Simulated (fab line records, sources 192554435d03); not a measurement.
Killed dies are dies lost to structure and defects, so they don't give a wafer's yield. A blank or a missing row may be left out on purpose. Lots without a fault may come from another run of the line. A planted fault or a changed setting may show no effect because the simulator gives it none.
Chamber matching | flow n5_finfet | N5_BEOL_M0_SAQP_DESCUM_19 on rie_diel-06: 4 sister chambers
The step chemistry O2, time 7.9 s. 20 wafers are shown with their chamber, then 10 later ones without.

WAFERS WITH THEIR CHAMBER
wafer  | chamber | showerhead_plenum_p_Torr (Torr) | throttle_valve_pct (%) | drypump_motor_current_A (A)
L076.3 | 2       | 2.00                            | 20.64                  | 6.7
L076.4 | 1       | 2.02                            | 20.13                  | 5.7
L076.5 | 2       | 2.00                            | 20.63                  | 6.7
L079.1 | 0       | 2.14                            | 20.18                  | 6.4
L079.3 | 2       | 2.00                            | 20.64                  | 6.7
L079.4 | 3       | 2.18                            | 20.66                  | 5.5
L082.1 | 0       | 2.14                            | 20.18                  | 6.4
L082.2 | 1       | 2.02                            | 20.16                  | 5.8
L082.4 | 2       | 1.99                            | 20.66                  | 6.7
L083.1 | 1       | 2.02                            | 20.15                  | 5.8
L083.4 | 2       | 1.99                            | 20.65                  | 6.7
L083.5 | 2       | 1.99                            | 20.65                  | 6.7
L085.1 | 3       | 2.18                            | 20.68                  | 5.6
L085.2 | 0       | 2.14                            | 20.21                  | 6.5
L085.6 | 2       | 1.99                            | 20.65                  | 6.7
L088.1 | 0       | 2.14                            | 20.19                  | 6.5
L088.3 | 1       | 2.01                            | 20.17                  | 5.8
L088.5 | 3       | 2.18                            | 20.69                  | 5.6
L090.1 | 0       | 2.14                            | 20.20                  | 6.5
L090.2 | 1       | 2.01                            | 20.18                  | 5.8

SIGNATURES (means of the wafers above)
reading                  | chamber 0 | chamber 1 | chamber 2 | chamber 3 | scatter within a chamber
showerhead_plenum_p_Torr | 2.1400    | 2.0160    | 1.9943    | 2.1800    | 0.00427
throttle_valve_pct       | 20.1920   | 20.1580   | 20.6457   | 20.6767   | 0.0141
drypump_motor_current_A  | 6.460     | 5.780     | 6.700     | 5.567     | 0.0408
Rule: a wafer's distance from a chamber is the root of the sum, over the readings, of the square of ((its reading less the chamber's mean) divided by the reading's scatter). The wafer belongs to the nearest chamber; if the next one is less than 2 further off, it can't be placed. The scatter: the root of (the sum of the squares of (reading less its chamber's mean) over the shown wafers, divided by (wafers less chambers)).

WAFERS WITHOUT THEIR CHAMBER
wafer  | showerhead_plenum_p_Torr (Torr) | throttle_valve_pct (%) | drypump_motor_current_A (A)
L090.4 | 2.01                            | 20.18                  | 5.8
L091.2 | 2.01                            | 20.19                  | 5.8
L091.4 | 2.18                            | 20.68                  | 5.6
L091.5 | 1.99                            | 20.67                  | 6.7
L093.1 | 2.14                            | 20.20                  | 6.5
L093.2 | 2.01                            | 20.17                  | 5.8
L093.4 | 2.01                            | 20.18                  | 5.7
L094.2 | 2.01                            | 20.20                  | 5.8
L094.3 | 2.14                            | 20.22                  | 6.4
L094.4 | 1.99                            | 20.67                  | 6.7

WHICH CHAMBER EACH WENT THROUGH
wafer  | from the rows above | in truth
L090.4 | 1                   | 1
L091.2 | 1                   | 1
L091.4 | 3                   | 3
L091.5 | 2                   | 2
L093.1 | 0                   | 0
L093.2 | 1                   | 1
L093.4 | 1                   | 1
L094.2 | 1                   | 1
L094.3 | 0                   | 0
L094.4 | 2                   | 2
Placed correctly: 10 of 10. Can't be placed from these rows: 0. Placed wrongly: 0.
